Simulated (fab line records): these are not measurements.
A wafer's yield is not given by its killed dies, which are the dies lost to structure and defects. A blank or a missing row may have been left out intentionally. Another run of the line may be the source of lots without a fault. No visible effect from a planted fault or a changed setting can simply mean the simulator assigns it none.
Matching of chambers | flow n5-finfet | 4 sister chambers for N5_FIN_CUT_CUT_ETCH_27 on rie-diel-05
The step etches SiO2 in CHF3/O2, target depth 4 nm, overetch 2 nm, time 4.9 s. 4 wafers are shown with their chamber, then 9 later ones without.

== WAFERS PAIRED WITH THEIR CHAMBERS ==
wafer  | chamber | showerhead-plenum-p-Torr (Torr)
L084.1 | 2       | 2.45
L086.1 | 0       | 2.37
L086.2 | 3       | 2.40
L086.4 | 1       | 2.48

== WAFERS MISSING THEIR CHAMBER ==
wafer  | showerhead-plenum-p-Torr (Torr)
L092.4 | 2.44
L092.5 | 2.48
L092.6 | 2.44
L096.1 | 2.39
L096.5 | 2.44
L096.6 | 2.47
L097.1 | 2.39
L097.3 | 2.36
L097.5 | 2.39

== EACH ONE'S CHAMBER ==
wafer  | from the rows above     | in truth
L092.4 | 2                       | 2
L092.5 | 1                       | 1
L092.6 | 2                       | 2
L096.1 | can't be placed: 3 or 0 | 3
L096.5 | 2                       | 2
L096.6 | can't be placed: 1 or 2 | 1
L097.1 | can't be placed: 3 or 0 | 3
L097.3 | 0                       | 0
L097.5 | can't be placed: 3 or 0 | 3
Correctly placed: 5 of 9. Not placeable from these rows: 4 (in 4, the candidates include the true chamber). Number placed wrongly: 0.
How it was worked out, from the rows above alone: a wafer's distance from a chamber is the root of the sum, over the readings, of the square of ((its reading less the chamber's mean) divided by the reading's scatter). If the next closest chamber is less than 2 further off than the closest, the wafer can't be placed; otherwise it belongs to the closest. The mean given for a chamber averages the wafers shown for that chamber. The scatter: root of mean squared gap, hidden wafer to nearest shown wafer, with one shown wafer a chamber.
